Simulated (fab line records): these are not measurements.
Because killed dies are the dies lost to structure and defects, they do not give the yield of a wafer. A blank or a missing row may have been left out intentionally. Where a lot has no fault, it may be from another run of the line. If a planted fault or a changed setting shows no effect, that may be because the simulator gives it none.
Chamber matching    flow n5-finfet    rie-diel-05 running N5_BEOL_M10_ETCH_62: 4 sister chambers
The step etches SOC in N2/H2, target depth 110 nm, overetch 22 nm, time 165 s. 4 wafers are shown with their chamber, then 8 later ones without.

## WAFERS PAIRED WITH THEIR CHAMBERS
wafer   chamber  throttle-valve-pct (%)
L453.5  3        17.71
L458.4  0        18.31
L458.5  2        17.83
L461.1  1        18.14

## WAFERS WITH NO CHAMBER GIVEN
wafer   throttle-valve-pct (%)
L461.3  17.73
L461.4  17.84
L471.1  17.83
L471.3  17.90
L471.5  17.79
L472.3  17.79
L472.4  17.90
L472.6  17.80

## CHAMBER TAKEN BY EACH
wafer    from the rows above       in truth
L461.3   can't be placed: 3 or 2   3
L461.4   2                         2
L471.1   2                         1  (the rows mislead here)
L471.3   2                         2
L471.5   can't be placed: 2 or 3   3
L472.3   can't be placed: 2 or 3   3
L472.4   2                         2
L472.6   can't be placed: 2 or 3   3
Correctly placed: 3 of 8. Unplaceable from these rows: 4, with the true chamber sitting among the candidates in 4. Wrongly placed: 1.
How it was worked out, from the rows above alone: a wafer's distance from a chamber is the root of the sum, over the readings, of the square of ((its reading less the chamber's mean) divided by the reading's scatter). The wafer belongs to the nearest chamber; if the next one is less than 2 further off, it can't be placed. Each chamber's mean is taken over the wafers shown for it. The scatter (one wafer shown for each chamber): square how far every hidden wafer sits from the nearest shown wafer, average those squares and take the square root.
